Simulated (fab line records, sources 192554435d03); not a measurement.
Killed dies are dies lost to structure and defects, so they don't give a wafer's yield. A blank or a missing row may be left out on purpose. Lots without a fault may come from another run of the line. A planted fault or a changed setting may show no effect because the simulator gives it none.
Split-lot experiment | flow n5_finfet | 7 lots, 21 wafers read, on a route of 1938 steps

THE SPLIT
At N5_BEOL_M1_ETCH_64 (etches SOC in N2/H2, target depth 75 nm, overetch 15 nm, time 112.5 s), the setting source_w was moved away from the recipe's 840 W on 10 of the 21 wafers read, by -13.9% to +15.5%. The other wafers ran this setting at the recipe's value.

The reading is taken at the split's own step.

THE READING
rf_vpp_V, in V, at N5_BEOL_M1_ETCH_64 (etches SOC in N2/H2, target depth 75 nm, overetch 15 nm, time 112.5 s). Fault-free wafers of this fab line usually give 524.0 V, standard deviation 2.3 V.

wafer  | tool, chamber at the split | source_w as run, W | against the recipe | rf_vpp_V, V | against lot-mates on the recipe
L078.2 | rie_diel-04, 0             | 840                | recipe             | 526.1       | -
L078.4 | rie_diel-04, 2             | 954.9              | +13.7%             | 499.9       | -26.2
L078.5 | rie_diel-04, 1             | 840                | recipe             | 526.1       | -
L080.2 | rie_diel-01, 3             | 723.6              | -13.9%             | 550.8       | no lot-mate on the recipe
L080.3 | rie_diel-01, 1             | 723.6              | -13.9%             | 551.1       | no lot-mate on the recipe
L080.6 | rie_diel-01, 3             | 723.6              | -13.9%             | 551.7       | no lot-mate on the recipe
L083.2 | rie_diel-04, 3             | 760.6              | -9.5%              | 544.0       | +20.8
L083.4 | rie_diel-04, 2             | 840                | recipe             | 521.8       | -
L083.5 | rie_diel-04, 1             | 840                | recipe             | 524.6       | -
L085.1 | rie_diel-05, 0             | 840                | recipe             | 527.8       | -
L085.4 | rie_diel-05, 3             | 955.1              | +13.7%             | 502.7       | -25.1
L085.6 | rie_diel-05, 2             | 955.1              | +13.7%             | 501.3       | -26.5
L086.4 | rie_diel-05, 3             | 970.4              | +15.5%             | 500.6       | -21.7
L086.5 | rie_diel-05, 2             | 840                | recipe             | 523.3       | -
L086.6 | rie_diel-05, 1             | 840                | recipe             | 521.4       | -
L091.3 | rie_diel-04, 2             | 940.8              | +12.0%             | 502.1       | -24.6
L091.4 | rie_diel-04, 1             | 940.8              | +12.0%             | 504.7       | -22.0
L091.6 | rie_diel-04, 0             | 840                | recipe             | 526.7       | -
L095.1 | rie_diel-04, 3             | 840                | recipe             | 527.1       | -
L095.2 | rie_diel-04, 1             | 840                | recipe             | 523.2       | -
L095.3 | rie_diel-04, 2             | 840                | recipe             | 521.0       | -

THE FIT
A straight line over all 21 wafers: rf_vpp_V changes by -1.79 V for each +1% of source_w; r = -0.99; the points scatter about the line by 2.2 V.
The same after taking each lot's own level away (the mean of its wafers on the recipe; 18 wafers): -1.85 V for each +1%; r = -0.99; scatter 2.4 V.
On that fit, the largest move of source_w shifts the reading by 29 V.
The lots' own levels span 522.35 to 527.80 V, that is 2.4 times the standard deviation above.
So the lot-to-lot level changes the slope little: the two slopes agree.
Check: with one of the wafers moved furthest among these (+15.5%) left out of the fit, the line predicts -30.1 V for it against its lot-mates. It came out at -21.7 V against them.
Tool readings at the split's step, against how far the setting was moved: rf_vpp_V r = -0.99.

OTHER SPLITS ON THESE WAFERS
These wafers also went through other splits before the reading. Each is held against what the fit with the lots' levels taken away leaves over:
other split on the same wafers | wafers away from the commonest value | r with rf_vpp_V (lot level and that fit taken away)
N5_BEOL_M1_EXPOSE_08 dose_mj   | 6                                    | +0.37

THE FILE'S OWN FIT
rf_vpp_V changes by -1.8 V for each +1% of source_w, r = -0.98.
